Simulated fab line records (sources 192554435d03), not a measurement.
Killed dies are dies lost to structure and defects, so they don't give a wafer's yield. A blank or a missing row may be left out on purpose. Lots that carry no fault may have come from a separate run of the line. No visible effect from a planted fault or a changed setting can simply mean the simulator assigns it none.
fab line records	flow n5_finfet
record lots=7	wafers=21	last_day=20
route steps=1938 shown BEOL_M0@729 BEOL_M4@1111 PASSIVATION@1936
lots that met no fault: taken from a fault-free run of the same line
start_h: the number of hours between the record's first day and the start of the first shown wafer of the lot	wait_h: hours elapsed since this lot's preceding step	" as in the row above	L1.1+2: one row covering several wafers at once	- no value present, or no start provided	* or withheld: withheld	< > ~ a bound
route shown NAME@n: names a module that has steps shown in the file, with the first one's number in the route	usual: mean/standard deviation of fault-free wafers	same: alike in all rows	chamber/n: place in a boat	sites: per-site readings	_std_site: their standard deviation	_edge_site: inner sites' mean taken away from outer sites' mean	radius_mm: for every site, how far away it sits from the centre of the wafer	mask NAME#n: copy n	behind: the last tool/chamber to shape the wafer	hold: cause of the lot's hold/its duration in hours/its outcome	device: the n, p or np transistor that did not switch	end of line: tests of these same wafers at the route's end	a step given without rows: its recipe and nothing more	killed: dies that structure and defects cost at the first sort, which is not the same as the wafer's yield	map: a wafer's dies, marking killed ones x, the rest . and places with no die _
set.NAME: the run value of the setting; set.NAME@STEP: its run value at that earlier step	model.NAME: the simulator's own value behind a step, which no gauge read
certain route steps with their lots: each step a table, each wafer a row
services: from which hour (start_h, from the record's first day; less than 0 if before it) a tool's chamber was out of use, for how many hours, and why
## steps
# step N5_BEOL_M0_DEGAS_112
# recipe ambient=vacuum	temp_c=250	time_s=60
# step N5_BEOL_M0_PRE_CLEAN_113
# recipe gas=H2/He	time_s=30	temp_c=250
# step N5_BEOL_M0_ALD_136
# recipe material=TaN	target_thk_a=*	temp_c=275	ald_precursor_family=PDMAT	ald_co_reactant=NH3	pressure_torr=3	carrier_flow_sccm=1500	pulse_time_s=2	purge_time_s=3	co_reactant_purge_time_s=2	co_reactant_pulse_time_s=3	ald_cycles=30	precursor_vessel_temp_c=75	precursor_vessel_pressure_torr=26.25	precursor_vessel_carrier_sccm=1000
# step N5_BEOL_M0_SURFACE_TREAT_137
# recipe gas=Ar	time_s=*	ion_energy_ev=*	ion_current_ma_cm2=0.5	pressure_mtorr=*	ar_flow_sccm=30
# step N5_BEOL_M0_CVD_115
# recipe material=Co	target_thk_a=*	temp_c=withheld	precursor=CCTBA/H2	pressure_torr=30	time_s=120
# step N5_BEOL_M0_SPUTTER_116
# recipe material=Cu	target_thk_a=40	temp_c=-20	chamber_pressure_pa=0.07	power_w=withheld	time_s=7.37
# usual susceptor_temp_C=-20.01/0.11	throttle_valve_pct=29.7/0.91
# same time_s=7.37
lot.wafer	tool	chamber	start_h	wait_h	susceptor_temp_C	throttle_valve_pct
L173.2	pvd_sputter-01	-	139.38	0.2	-19.96	30.4
L173.3	"	-	"	"	-19.99	28.3
L173.6	"	-	"	"	-20.05	30.6
L174.2	pvd_sputter-03	-	140.28	0.1	-20.21	28.5
L174.4	"	-	"	"	-19.91	31.3
L174.5	"	-	"	"	-19.82	29.4
L175.2	pvd_sputter-03	-	147.10	0.2	-19.96	29.2
L175.3	"	-	"	"	-20.10	29.9
L175.5	"	-	"	"	-19.81	29.1
L184.3	pvd_sputter-02	-	199.12	0.1	-19.83	29.4
L184.4	"	-	"	"	-20.09	29.0
L184.5	"	-	"	"	-20.15	28.8
L186.2	pvd_sputter-02	-	214.44	0.1	-20.02	29.4
L186.4	"	-	"	"	-20.06	29.4
L186.6	"	-	"	"	-19.95	29.0
L187.2	pvd_sputter-03	-	218.73	0.1	-19.97	29.6
L187.3	"	-	"	"	-20.11	29.0
L187.6	"	-	"	"	-19.82	29.9
L193.2	pvd_sputter-02	-	265.44	0.1	-19.99	29.3
L193.3	"	-	"	"	-20.00	30.5
L193.5	"	-	"	"	-20.08	29.4
# step N5_BEOL_M0_ANNEAL_117
# recipe temp_c=400	time_s=60	ambient=vacuum
# step N5_BEOL_M0_SPUTTER_132
# recipe material=Cu	target_thk_a=40	temp_c=-20	chamber_pressure_pa=0.07	power_w=withheld	time_s=7.37
# step N5_BEOL_M0_ANNEAL_133
# recipe temp_c=400	time_s=60	ambient=vacuum
# usual heater_power_w=821/54	susceptor_temp_C=400.00/0.2
# same time_s=60
lot.wafer	tool	chamber	start_h	wait_h	heater_power_w	susceptor_temp_C
L173.2	pvd_sputter-01	-	139.58	0.0	862	400.09
L173.3	"	-	"	"	745	400.13
L173.6	"	-	"	"	860	400.37
L174.2	pvd_sputter-03	-	140.48	0.0	846	399.99
L174.4	"	-	"	"	783	400.12
L174.5	"	-	"	"	808	400.00
L175.2	pvd_sputter-03	-	147.30	0.0	810	399.85
L175.3	"	-	"	"	869	400.00
L175.5	"	-	"	"	797	399.88
L184.3	pvd_sputter-02	-	199.32	0.0	765	399.93
L184.4	"	-	"	"	793	400.20
L184.5	"	-	"	"	792	400.14
L186.2	pvd_sputter-02	-	214.64	0.0	718	399.87
L186.4	"	-	"	"	754	400.18
L186.6	"	-	"	"	749	399.82
L187.2	pvd_sputter-03	-	218.93	0.0	916	400.06
L187.3	"	-	"	"	816	399.90
L187.6	"	-	"	"	880	399.89
L193.2	pvd_sputter-02	-	265.64	0.0	769	399.76
L193.3	"	-	"	"	856	399.92
L193.5	"	-	"	"	713	399.92
# step N5_BEOL_M0_SPUTTER_134
# recipe material=Cu	target_thk_a=40	temp_c=-20	chamber_pressure_pa=0.07	power_w=withheld	time_s=7.37
# step N5_BEOL_M0_ANNEAL_135
# recipe temp_c=400	time_s=60	ambient=vacuum
# usual heater_power_w=822/55	susceptor_temp_C=399.98/0.24
# same time_s=60
lot.wafer	tool	chamber	start_h	wait_h	heater_power_w	susceptor_temp_C
L173.2	pvd_sputter-01	-	139.70	0.0	860	400.37
L173.3	"	-	"	"	738	400.24
L173.6	"	-	"	"	841	400.14
L174.2	pvd_sputter-03	-	140.60	0.0	828	399.73
L174.4	"	-	"	"	766	399.70
L174.5	"	-	"	"	804	399.56
L175.2	pvd_sputter-03	-	147.42	0.0	795	399.50
L175.3	"	-	"	"	885	399.77
L175.5	"	-	"	"	807	399.69
L184.3	pvd_sputter-02	-	199.44	0.0	766	400.08
L184.4	"	-	"	"	781	400.10
L184.5	"	-	"	"	790	400.18
L186.2	pvd_sputter-02	-	214.76	0.0	720	400.48
L186.4	"	-	"	"	760	399.86
L186.6	"	-	"	"	749	399.98
L187.2	pvd_sputter-03	-	219.05	0.0	893	400.08
L187.3	"	-	"	"	822	399.91
L187.6	"	-	"	"	874	400.17
L193.2	pvd_sputter-02	-	265.76	0.0	762	400.39
L193.3	"	-	"	"	886	399.60
L193.5	"	-	"	"	725	399.89
# step N5_BEOL_M0_SPUTTER_141
# recipe material=Cu	target_thk_a=40	temp_c=-20	chamber_pressure_pa=0.07	power_w=withheld	time_s=7.37
# usual susceptor_temp_C=-19.99/0.1	throttle_valve_pct=29.7/0.89
# same time_s=7.37
lot.wafer	tool	chamber	start_h	wait_h	susceptor_temp_C	throttle_valve_pct
L173.2	pvd_sputter-01	-	139.74	0.0	-19.95	30.3
L173.3	"	-	"	"	-19.97	28.4
L173.6	"	-	"	"	-19.84	30.6
L174.2	pvd_sputter-03	-	140.64	0.0	-19.94	28.9
L174.4	"	-	"	"	-20.03	31.3
L174.5	"	-	"	"	-20.08	28.9
L175.2	pvd_sputter-03	-	147.46	0.0	-19.92	29.1
L175.3	"	-	"	"	-19.89	29.7
L175.5	"	-	"	"	-20.13	29.3
L184.3	pvd_sputter-02	-	199.48	0.0	-20.14	29.2
L184.4	"	-	"	"	-20.05	29.1
L184.5	"	-	"	"	-20.07	28.6
L186.2	pvd_sputter-02	-	214.80	0.0	-19.96	29.6
L186.4	"	-	"	"	-20.01	29.4
L186.6	"	-	"	"	-19.80	29.1
L187.2	pvd_sputter-03	-	219.09	0.0	-19.92	29.7
L187.3	"	-	"	"	-20.03	29.3
L187.6	"	-	"	"	-19.97	29.9
L193.2	pvd_sputter-02	-	265.80	0.0	-20.01	29.4
L193.3	"	-	"	"	-19.97	30.2
L193.5	"	-	"	"	-20.06	29.7
# step N5_BEOL_M0_ECD_118
# recipe material=Cu	target_thk_a=3000
lot.wafer	tool	chamber	start_h	wait_h	model.Cu_of_BEOL_M0_ECD_118.thk_nm
L173.2	ecd_cu-01	0	139.85	0.1	305.6
L173.3	"	0	"	"	304
L173.6	"	0	"	"	301.6
L174.2	ecd_cu-02	0	140.77	0.1	301.8
L174.4	"	0	"	"	293.4
L174.5	"	0	"	"	295.6
L175.2	ecd_cu-02	1	147.58	0.1	300.6
L175.3	"	0	"	"	298.2
L175.5	"	1	"	"	304
L184.3	ecd_cu-01	1	199.61	0.1	300.2
L184.4	"	0	"	"	222
L184.5	"	0	"	"	224.2
L186.2	ecd_cu-01	1	214.92	0.1	299
L186.4	"	1	"	"	302.2
L186.6	"	0	"	"	223.6
L187.2	ecd_cu-01	1	219.21	0.1	295.8
L187.3	"	0	"	"	227.2
L187.6	"	1	"	"	303
L193.2	ecd_cu-02	0	265.92	0.1	294.8
L193.3	"	1	"	"	294.6
L193.5	"	0	"	"	299.6
# step N5_BEOL_M0_ANNEAL_119
# recipe temp_c=225	time_s=90	ambient=N2
# usual wafer_temp_C_max=225.9/0.31
# same time_s=90
lot.wafer	tool	chamber	start_h	wait_h	wafer_temp_C_max
L173.2	rtp_anneal-01	0	140.46	0.6	225.6
L173.3	"	0	"	"	226.0
L173.6	"	0	"	"	225.8
L174.2	rtp_anneal-01	0	140.90	0.1	226.2
L174.4	"	0	"	"	225.3
L174.5	"	0	"	"	225.8
L175.2	rtp_anneal-01	0	148.11	0.5	225.4
L175.3	"	0	"	"	225.5
L175.5	"	0	"	"	225.6
L184.3	rtp_anneal-02	0	199.76	0.1	226.4
L184.4	"	0	"	"	226.3
L184.5	"	0	"	"	226.3
L186.2	rtp_anneal-01	0	215.72	0.8	225.9
L186.4	"	0	"	"	225.9
L186.6	"	0	"	"	225.7
L187.2	rtp_anneal-01	0	219.40	0.2	226.1
L187.3	"	0	"	"	225.9
L187.6	"	0	"	"	225.6
L193.2	rtp_anneal-02	0	266.05	0.1	226.2
L193.3	"	0	"	"	226.6
L193.5	"	0	"	"	226.5
# step N5_BEOL_M0_CMP_120
# recipe stop_on=SiOC	t_overpolish_s=6.9	down_force_psi=1	platen_rpm=50	clearing_platen_down_force_psi=1.5	clearing_platen_rpm=50	post_cmp_clean=cu_alkaline	clearing_platen_pad_velocity_m_s=0.99484	pad_velocity_m_s=0.99484
# usual motor_current_A=6.1/0.51	retaining_ring_pressure_frac=1.001/0.0054	time_to_endpoint_s=63/4
lot.wafer	tool	chamber	start_h	wait_h	motor_current_A	retaining_ring_pressure_frac	time_to_endpoint_s
L173.2	cmp-01	2	140.73	0.2	6.4	1.001	68
L173.3	"	1	"	"	5.6	1.000	59
L173.6	"	3	"	"	5.5	0.998	68
L174.4	cmp-04	1	141.22	0.2	6.8	1.008	65
L174.2	"	2	"	"	5.4	1.008	66
L174.5	"	0	"	"	6.2	0.994	66
L175.2	cmp-04	1	148.36	0.2	6.5	0.999	69
L175.3	"	0	"	"	6.2	1.012	64
L175.5	"	1	"	"	7.1	0.996	68
L184.3	cmp-04	1	200.05	0.2	6.8	0.998	58
L184.4	"	2	"	"	5.4	0.998	45
L184.5	"	3	"	"	6.6	0.999	49
L186.2	cmp-04	1	216.06	0.3	6.8	1.004	63
L186.4	"	2	"	"	5.5	0.999	64
L186.6	"	3	"	"	6.5	0.997	50
L187.2	cmp-03	3	219.65	0.2	6.3	0.989	65
L187.3	"	0	"	"	6.4	1.008	47
L187.6	"	0	"	"	6.8	1.010	62
L193.3	cmp-03	1	266.30	0.2	6.1	0.998	64
L193.2	"	0	"	"	6.6	1.009	62
L193.5	"	1	"	"	6.1	1.008	68
# step N5_BEOL_M4_RC_MEAS_101
# usual DIBL_N=36.5/2.1	DIBL_P=36.6/2.6	IOFF_N=0.17/0.044	IOFF_P=0.21/0.048	ION_N=674/17	ION_P=462/9.5	SS_N=71.6/0.77	SS_P=73.5/0.72	VT_N=250/4.2	VT_P=-250/3.9
lot.wafer	tool	chamber	start_h	wait_h	DIBL_N[mV/V]	DIBL_P[mV/V]	IOFF_N[nA/um]	IOFF_P[nA/um]	ION_N[uA/um]	ION_P[uA/um]	SS_N[mV/dec]	SS_P[mV/dec]	VT_N[mV]	VT_P[mV]
L174.2	prober-01	0	222.23	0.2	38.8	38.2	0.22	0.28	694	478	71.5	73.9	248	-245
L174.4	"	0	"	"	36.1	34.2	0.15	0.22	664	464	72.0	73.1	253	-247
L174.5	"	0	"	"	35.9	34.6	0.16	0.22	666	463	70.9	72.9	251	-248
L173.2	prober-02	0	227.73	0.2	40.7	41.2	0.20	0.24	685	462	71.9	73.8	248	-251
L173.3	"	0	"	"	37.9	39.1	0.15	0.21	673	468	71.8	73.7	253	-252
L173.6	"	0	"	"	38.2	39.8	0.17	0.23	675	465	70.8	73.9	250	-248
L175.2	prober-02	0	236.76	0.2	36.8	38.4	0.16	0.20	666	455	72.0	73.2	250	-254
L175.3	"	0	"	"	38.0	39.4	0.21	0.23	675	457	72.2	73.9	245	-249
L175.5	"	0	"	"	38.2	38.3	0.20	0.21	670	454	72.4	73.6	246	-253
L184.3	prober-02	0	278.24	0.3	33.7	33.3	0.11	0.16	637	446	70.9	72.8	257	-258
L184.4	"	0	"	"	40.4	39.2	0.28	0.24	678	456	73.8	74.6	247	-252
L184.5	"	0	"	"	36.2	33.4	0.16	0.16	656	443	73.5	72.9	258	-256
L187.2	prober-01	0	300.08	0.2	36.9	36.9	0.19	0.27	669	465	71.8	73.9	249	-243
L187.3	"	0	"	"	35.1	35.0	0.15	0.23	673	473	70.8	73.1	248	-245
L187.6	"	0	"	"	35.9	35.6	0.16	0.24	688	479	71.6	73.9	250	-245
L186.2	prober-01	0	320.89	0.7	32.3	31.4	0.11	0.14	641	447	70.7	72.3	256	-257
L186.4	"	0	"	"	35.9	37.0	0.18	0.23	688	467	71.8	74.4	249	-249
L186.6	"	0	"	"	35.5	35.6	0.15	0.20	659	454	71.7	73.6	252	-254
L193.2	prober-01	0	349.58	0.2	35.7	35.2	0.14	0.15	662	452	71.3	72.9	256	-257
L193.3	"	0	"	"	35.8	36.3	0.14	0.18	667	459	70.6	72.9	254	-253
L193.5	"	0	"	"	33.6	35.2	0.10	0.16	652	458	70.4	73.0	256	-254
# step N5_PASSIVATION_PROBE_49
# usual defect_limited_yield=91.2/1.5	killed_at_M0_to_M3=36/10	killed_at_M4_up=14/5.2	killed_at_contacts=12/6	killed_at_front_end=37/10	killed_at_other=4/3.3	killed_dies=104/18	killed_open=68/14	killed_short=34/7.4	sort_bin_4_leakage=0.01/0.04	sort_bin_5_function=5.2/1	sort_bin_6_memory=3.3/0.7	sort_bin_8_speed=0.01/0.045	sort_n_pass=1076/18	sort_yield_pct=91.2/1.5
# same gross_dies=1180	killed_at_back_side=0
lot.wafer	tool	chamber	start_h	wait_h	defect_limited_yield[%]	killed_at_M0_to_M3	killed_at_M4_up	killed_at_contacts	killed_at_front_end	killed_at_other	killed_dies	killed_open	killed_short	sort_bin_4_leakage[%]	sort_bin_5_function[%]	sort_bin_6_memory[%]	sort_bin_8_speed[%]	sort_n_pass	sort_yield_pct[%]
L174.2	prober-02	-	331.96	0.1	91.1	48	11	15	28	3	105	63	40	0	5.3	3.2	0	1075	91.1
L174.4	prober-02	-	332.06	0.2	92.8	25	19	11	28	2	85	65	20	0	4.1	3.1	0	1095	92.8
L174.5	prober-02	-	332.11	0.2	90.2	46	16	9	42	3	116	62	52	0	5.3	3.7	0	1064	90.2
L173.2	prober-01	-	337.25	0.1	92.2	37	11	9	34	1	92	55	37	0	4.8	2.7	0	1088	92.2
L173.3	prober-01	-	337.30	0.1	92.6	30	12	2	41	2	87	62	25	0	4.5	2.7	0	1093	92.6
L173.6	prober-01	-	337.45	0.3	92.5	29	15	5	31	8	88	55	27	0	4.9	2.3	0	1092	92.5
L175.2	prober-01	-	344.35	0.1	92.8	41	13	9	21	1	85	60	24	0	4.5	2.5	0	1095	92.8
L175.3	prober-01	-	344.40	0.1	92.2	34	11	13	30	4	92	60	32	0	4.7	2.6	0	1088	92.2
L175.5	prober-01	-	344.50	0.2	90.1	43	18	8	45	3	117	82	34	0	6.1	3.6	0	1063	90.1
# killed by level:class
L174.2 BEOL_M0_SAQP:geometric_particle:short=19 BEOL_M0_SAQP:geometric_particle:open=14 MOL_CONTACT_COAG:geometric_particle:open=11 BEOL_M2:geometric_particle:open=6 ILD0:geometric_particle:open=5 BEOL_M3:geometric_particle:open=5 FIN_SAQP:geometric_particle:short=4 MOL_CONTACT_COAG:geometric_particle:short=4
L174.4 MOL_CONTACT_COAG:geometric_particle:open=11 DUMMY_GATE:geometric_particle:open=9 BEOL_M0_SAQP:geometric_particle:open=8 BEOL_M3:geometric_particle:open=8 FIN_SAQP:geometric_particle:open=5 BEOL_M0_SAQP:geometric_particle:short=5 BEOL_M4:geometric_particle:short=5 BEOL_M4:geometric_particle:open=5
L174.5 BEOL_M0_SAQP:geometric_particle:short=19 BEOL_M0_SAQP:geometric_particle:open=14 ILD0:geometric_particle:open=10 FIN_SAQP:geometric_particle:short=9 BEOL_M4:geometric_particle:open=7 BEOL_M2:geometric_particle:open=6 MOL_CONTACT_COAG:geometric_particle:open=5 MOL_CONTACT_COAG:geometric_particle:short=4
L173.2 FIN_SAQP:geometric_particle:short=12 BEOL_M1:geometric_particle:open=11 MOL_CONTACT_COAG:geometric_particle:open=7 STI_FIN_REVEAL:geometric_particle:open=6 BEOL_M2:geometric_particle:open=6 BEOL_M4:geometric_particle:open=6 BEOL_M0_SAQP:geometric_particle:short=5 FIN_SAQP:geometric_particle:open=4
L173.3 STI_FIN_REVEAL:geometric_particle:open=12 BEOL_M2:geometric_particle:open=11 FIN_SAQP:geometric_particle:short=9 FIN_SAQP:geometric_particle:open=5 GATE_CUT:geometric_particle:short=5 BEOL_M1:geometric_particle:open=5 BEOL_M2:geometric_particle:short=4 BEOL_M0:geometric_particle:open=3
L173.6 BEOL_M1:geometric_particle:open=10 STI_FIN_REVEAL:geometric_particle:open=8 FIN_SAQP:geometric_particle:open=7 MOL_CONTACT_COAG:geometric_particle:open=5 BEOL_M1:geometric_particle:short=5 PASSIVATION:area_etch=5 BEOL_M2:geometric_particle:open=4 BEOL_M4:geometric_particle:open=4
L175.2 BEOL_M0_SAQP:geometric_particle:open=11 BEOL_M2:geometric_particle:open=10 MOL_CONTACT_COAG:geometric_particle:open=6 BEOL_M3:geometric_particle:open=6 BEOL_M4:geometric_particle:open=5 BEOL_M0_SAQP:geometric_particle:short=4 BEOL_M3:geometric_particle:short=4 FIN_SAQP:geometric_particle:open=3
L175.3 BEOL_M1:geometric_particle:open=12 MOL_CONTACT_COAG:geometric_particle:open=10 BEOL_M0_SAQP:geometric_particle:open=9 DUMMY_GATE:geometric_particle:open=6 GATE_CUT:geometric_particle:short=4 BEOL_M2:geometric_particle:open=4 BEOL_M3:geometric_particle:open=4 STARTING-WAFER:geometric_particle:short=4
L175.5 BEOL_M2:geometric_particle:open=12 BEOL_M3:geometric_particle:open=12 FIN_SAQP:geometric_particle:short=11 FIN_SAQP:geometric_particle:open=8 MOL_CONTACT_COAG:geometric_particle:open=7 BEOL_M4:geometric_particle:open=7 STI_FIN_REVEAL:geometric_particle:open=6 BEOL_M0_SAQP:geometric_particle:short=5
## services
tool	chamber	start_h	hours	kind
cmp-04	-	125.71	4.0	pm
cmp-04	-	129.71	-	consumable_replace:conditioner
cmp-04	-	129.71	-	consumable_replace:pad
cmp-01	-	143.49	16.2	pm
pvd_sputter-01	-	155.50	4.5	repair
ecd_cu-02	-	171.39	0.9	repair
cmp-04	-	177.98	9.0	pm
ecd_cu-02	-	192.12	1.0	repair
cmp-03	-	204.67	4.0	pm
cmp-03	-	208.67	-	consumable_replace:conditioner
cmp-03	-	208.67	-	consumable_replace:pad
cmp-03	-	216.66	0.9	repair
cmp-01	-	217.37	1.1	repair
pvd_sputter-01	-	219.23	4.0	repair
cmp-03	-	244.00	1.0	repair
## key
first_sign step=N5_BEOL_M0_CMP_120	reading=time_to_endpoint_s	direction=down	sigmas=3.8	usual=*	struck=*
effect none on later readings
model_effect step=N5_BEOL_M0_ECD_118	value=Cu_of_BEOL_M0_ECD_118.thk_nm	without=300.7	struck=224.2
met_at N5_BEOL_M0_ECD_118
struck_wafers L184.4,L184.5,L186.6,L187.3
onset_between 139.85 199.61
fault kind=process_parameter_drift	tool=ecd_cu-01	chamber=0	onset_h=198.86	steps=N5_BEOL_M0_ECD_118	channel=target_thk_a	offset=*	shape=step	end_h=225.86	acts_in=*	stated=*
